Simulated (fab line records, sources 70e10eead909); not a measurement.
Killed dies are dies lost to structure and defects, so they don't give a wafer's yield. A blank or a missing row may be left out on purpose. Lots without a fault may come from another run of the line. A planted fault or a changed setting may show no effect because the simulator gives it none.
Chamber matching | flow nand_harc | NHARC_A_STAIRCASE_TRIM_20 on rie_diel-09: 4 sister chambers
The step chemistry O2, time 211.2 s. 18 wafers are shown with their chamber, then 9 later ones without.

WAFERS WITH THEIR CHAMBER
wafer  | chamber | showerhead_plenum_p_Torr (Torr) | drypump_motor_current_A (A) | oes_product_au (a.u.)
L075.1 | 0       | 3.48                            | 5.2                         | 1.008
L075.4 | 1       | 3.67                            | 6.0                         | 0.989
L075.6 | 3       | 3.61                            | 5.7                         | 1.004
L077.1 | 3       | 3.61                            | 5.7                         | 0.999
L077.2 | 1       | 3.66                            | 6.0                         | 0.992
L077.3 | 2       | 3.43                            | 5.2                         | 1.006
L079.2 | 3       | 3.61                            | 5.6                         | 1.002
L079.5 | 1       | 3.66                            | 6.0                         | 0.993
L079.6 | 2       | 3.42                            | 5.2                         | 1.012
L080.1 | 3       | 3.61                            | 5.6                         | 1.005
L080.2 | 1       | 3.66                            | 6.0                         | 1.001
L080.4 | 2       | 3.42                            | 5.2                         | 1.013
L081.1 | 2       | 3.42                            | 5.2                         | 1.006
L081.3 | 1       | 3.66                            | 6.0                         | 0.995
L081.5 | 2       | 3.42                            | 5.2                         | 1.003
L082.2 | 2       | 3.42                            | 5.2                         | 1.009
L082.4 | 1       | 3.65                            | 6.0                         | 1.004
L082.5 | 2       | 3.42                            | 5.2                         | 1.007

SIGNATURES (means of the wafers above)
reading                  | chamber 0 | chamber 1 | chamber 2 | chamber 3 | scatter within a chamber
showerhead_plenum_p_Torr | 3.4800    | 3.6600    | 3.4214    | 3.6100    | 0.00452
drypump_motor_current_A  | 5.200     | 6.000     | 5.200     | 5.650     | 0.0267
oes_product_au           | 1.00800   | 0.99567   | 1.00800   | 1.00250   | 0.00431
Rule: a wafer's distance from a chamber is the root of the sum, over the readings, of the square of ((its reading less the chamber's mean) divided by the reading's scatter). The wafer belongs to the nearest chamber; if the next one is less than 2 further off, it can't be placed. The scatter: the root of (the sum of the squares of (reading less its chamber's mean) over the shown wafers, divided by (wafers less chambers)).

WAFERS WITHOUT THEIR CHAMBER
wafer  | showerhead_plenum_p_Torr (Torr) | drypump_motor_current_A (A) | oes_product_au (a.u.)
L083.1 | 3.65                            | 6.0                         | 0.998
L083.2 | 3.60                            | 5.6                         | 1.006
L083.4 | 3.47                            | 5.2                         | 1.021
L084.1 | 3.47                            | 5.2                         | 1.007
L084.4 | 3.65                            | 6.0                         | 0.998
L084.6 | 3.60                            | 5.6                         | 1.003
L085.1 | 3.65                            | 6.0                         | 0.993
L085.2 | 3.60                            | 5.6                         | 1.010
L085.5 | 3.65                            | 6.0                         | 1.005

WHICH CHAMBER EACH WENT THROUGH
wafer  | from the rows above | in truth
L083.1 | 1                   | 1
L083.2 | 3                   | 3
L083.4 | 0                   | 0
L084.1 | 0                   | 0
L084.4 | 1                   | 1
L084.6 | 3                   | 3
L085.1 | 1                   | 1
L085.2 | 3                   | 3
L085.5 | 1                   | 1
Placed correctly: 9 of 9. Can't be placed from these rows: 0. Placed wrongly: 0.
